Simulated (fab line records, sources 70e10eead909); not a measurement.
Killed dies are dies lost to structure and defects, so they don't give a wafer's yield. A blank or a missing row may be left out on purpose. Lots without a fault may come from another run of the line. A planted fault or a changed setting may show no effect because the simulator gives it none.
Which tool did it? | flow nand_harc | 13 lots, 39 wafers sampled, at 5 steps of a route of 1302

WHAT THE GAUGES READ, wafer by wafer
NHARC_END_SORT_01.
lot  | measured     | on        | defect_limited_yield (%) | killed_at_array | killed_at_other | killed_at_periphery | killed_dies | killed_open | killed_short
L498 | day 29 18:43 | prober-02 | 81.4 95.7 94.7           | 27 18 26        | 2 3 4           | 97 8 6              | 126 29 36   | 9 4 4       | 3 2 5
L502 | day 30 16:39 | prober-02 | 91.3 90.5 92.0           | 55 63 52        | 1 0 0           | 3 1 2               | 59 64 54    | 4 0 3       | 1 2 4
L503 | day 31 15:16 | prober-02 | 88.8 88.2 87.3           | 75 75 82        | 1 0 1           | 0 5 3               | 76 80 86    | 0 7 3       | 2 9 5

WHICH TOOL RAN EACH LOT (tool, then ch and the chambers of the sampled wafers, then the start)
lot  | NHARC_P_M1_PRE_CLEAN_30      | NHARC_THIN_TSV_ETCH_15           | NHARC_THIN_TSV_CMP_21         | NHARC_THIN_TSV_STRIP_56
L487 | pvd_sputter-02, day 6 10:59  | rie_si-06 ch 1,2,3, day 24 08:49 | cmp-04 ch 0,1,3, day 24 12:20 | plasma_asher-02 ch 0,1, day 24 14:25
L488 | pvd_sputter-03, day 6 13:18  | rie_si-04 ch 1,2, day 24 07:44   | cmp-01 ch 1,3, day 24 11:14   | plasma_asher-01 ch 0,1, day 24 13:28
L489 | pvd_sputter-02, day 7 03:05  | rie_si-06 ch 1,2,3, day 24 21:45 | cmp-01 ch 1,2,3, day 25 01:19 | plasma_asher-02 ch 0,1, day 25 03:32
L493 | pvd_sputter-02, day 9 06:27  | rie_si-02 ch 0,1,3, day 26 20:09 | cmp-02 ch 0,1,2, day 26 23:53 | plasma_asher-02 ch 0,1, day 27 02:08
L498 | pvd_sputter-03, day 11 02:13 | rie_si-02 ch 0,1, day 29 05:25   | cmp-02 ch 1,3, day 29 08:58   | plasma_asher-02 ch 0,1, day 29 11:11
L501 | pvd_sputter-01, day 11 23:32 | rie_si-02 ch 0,1,2, day 29 19:16 | cmp-01 ch 1,2, day 29 22:44   | plasma_asher-02 ch 0,1, day 30 00:58
L502 | pvd_sputter-01, day 12 20:59 | rie_si-02 ch 1,2, day 30 01:35   | cmp-01 ch 0,2,3, day 30 05:04 | plasma_asher-02 ch 0,1, day 30 07:22
L503 | pvd_sputter-01, day 13 03:22 | rie_si-06 ch 0,1, day 31 00:21   | cmp-01 ch 0,1,3, day 31 03:56 | plasma_asher-02 ch 0,1, day 31 05:58
L505 | pvd_sputter-02, day 13 14:00 | rie_si-04 ch 0,2,3, day 31 01:34 | cmp-01 ch 0,1,2, day 31 05:05 | plasma_asher-01 ch 0,1, day 31 07:13
L506 | pvd_sputter-01, day 14 02:37 | rie_si-02 ch 1,2, day 32 14:53   | cmp-04 ch 0,1, day 32 18:30   | plasma_asher-02 ch 0,1, day 32 21:04
L508 | pvd_sputter-03, day 14 18:29 | rie_si-04 ch 0,1, day 32 12:21   | cmp-01 ch 0,1,3, day 32 15:54 | plasma_asher-01 ch 0,1, day 32 18:15
L509 | pvd_sputter-02, day 15 04:57 | rie_si-04 ch 2,3, day 33 02:11   | cmp-02 ch 0,3, day 33 05:44   | plasma_asher-02 ch 1, day 33 08:01
L510 | pvd_sputter-02, day 15 17:37 | rie_si-06 ch 1,2, day 33 03:16   | cmp-01 ch 0,3, day 33 06:46   | plasma_asher-01 ch 0,1, day 33 09:23
- NHARC_P_M1_PRE_CLEAN_30: time 30 s.
- NHARC_THIN_TSV_ETCH_15: target depth 3000 nm, bosch target overetch cycles 2, bosch etch step 2.8 s.
- NHARC_THIN_TSV_CMP_21: polishes, t overpolish 30 s, target thk 2000 nm.
- NHARC_THIN_TSV_STRIP_56: strips in O2.

WHAT THE TOOLS THEMSELVES READ (means of the sampled wafers that have a number; where no wafer has one, the mark that the record gives instead)
NHARC_P_M1_PRE_CLEAN_30.
lot  | tool           | heater_power_w (W)
L487 | pvd_sputter-02 | 394
L488 | pvd_sputter-03 | 394
L489 | pvd_sputter-02 | 411
L493 | pvd_sputter-02 | 403
L498 | pvd_sputter-03 | 394
L501 | pvd_sputter-01 | 400
L502 | pvd_sputter-01 | 398
L503 | pvd_sputter-01 | 387
L505 | pvd_sputter-02 | 408
L506 | pvd_sputter-01 | 395
L508 | pvd_sputter-03 | 379
L509 | pvd_sputter-02 | 383
L510 | pvd_sputter-02 | 427

NHARC_THIN_TSV_ETCH_15.
lot  | tool      | drypump_motor_current_A (A)
L487 | rie_si-06 | 5.7
L488 | rie_si-04 | 6.1
L489 | rie_si-06 | 5.7
L493 | rie_si-02 | 6.4
L498 | rie_si-02 | 6.4
L501 | rie_si-02 | 6.0
L502 | rie_si-02 | 6.2
L503 | rie_si-06 | 5.5
L505 | rie_si-04 | 5.5
L506 | rie_si-02 | 5.7
L508 | rie_si-04 | 5.3
L509 | rie_si-04 | 5.9
L510 | rie_si-06 | 5.7

NHARC_THIN_TSV_CMP_21.
lot  | tool   | motor_current_A (A) | overpolish_run_s (s) | retaining_ring_pressure_frac
L487 | cmp-04 | 12.0                | 30.002               | 1.001
L488 | cmp-01 | 13.4                | 30.007               | 1.003
L489 | cmp-01 | 12.4                | 29.998               | 0.998
L493 | cmp-02 | 11.7                | 29.994               | 0.998
L498 | cmp-02 | 10.7                | 29.998               | 0.997
L501 | cmp-01 | 11.6                | 29.989               | 1.002
L502 | cmp-01 | 12.2                | 30.012               | 1.001
L503 | cmp-01 | 13.1                | 30.002               | 0.999
L505 | cmp-01 | 12.6                | 30.004               | 1.000
L506 | cmp-04 | 12.8                | 30.007               | 1.001
L508 | cmp-01 | 13.2                | 29.992               | 1.002
L509 | cmp-02 | 11.7                | 30.010               | 1.000
L510 | cmp-01 | 13.1                | 29.996               | 1.000

NHARC_THIN_TSV_STRIP_56.
lot  | tool            | drypump_motor_current_A (A) | heater_power_w (W)
L487 | plasma_asher-02 | 5.8                         | 334
L488 | plasma_asher-01 | 4.9                         | 353
L489 | plasma_asher-02 | 5.8                         | 333
L493 | plasma_asher-02 | 5.8                         | 352
L498 | plasma_asher-02 | 5.8                         | 353
L501 | plasma_asher-02 | 5.8                         | 352
L502 | plasma_asher-02 | 5.8                         | 356
L503 | plasma_asher-02 | 5.8                         | 350
L505 | plasma_asher-01 | 4.9                         | 344
L506 | plasma_asher-02 | 5.8                         | 353
L508 | plasma_asher-01 | 4.9                         | 343
L509 | plasma_asher-02 | 5.8                         | 357
L510 | plasma_asher-01 | 4.9                         | 336

THE ANSWER, worked out from the rows above alone
Rule: what is usual is taken from the lots themselves. Put in order of their means at a reading, lots are off if they are a third of the lots or fewer, leave a main group of 4 or more, and stand apart from it by a gap of 3 or more times the standard deviation of the main group's means; of several such gaps the widest counts. A main group whose means are all the same, to the digits that the tables above print for the reading, isn't used. A lot without any number at a reading at which 4 lots or more have one is off too. The other lots that the step has rows for count as sound. The gauges are gone through in route order, then the tools' own readings, and for those a lot's mean is taken as printed above. The first step at which some lot is off is used, and at that step the reading that is off furthest; a lot without a number counts as furthest.
No lot is off at any reading shown: from this, nothing can be told.

WHAT THE SIMULATOR HAD PUT IN
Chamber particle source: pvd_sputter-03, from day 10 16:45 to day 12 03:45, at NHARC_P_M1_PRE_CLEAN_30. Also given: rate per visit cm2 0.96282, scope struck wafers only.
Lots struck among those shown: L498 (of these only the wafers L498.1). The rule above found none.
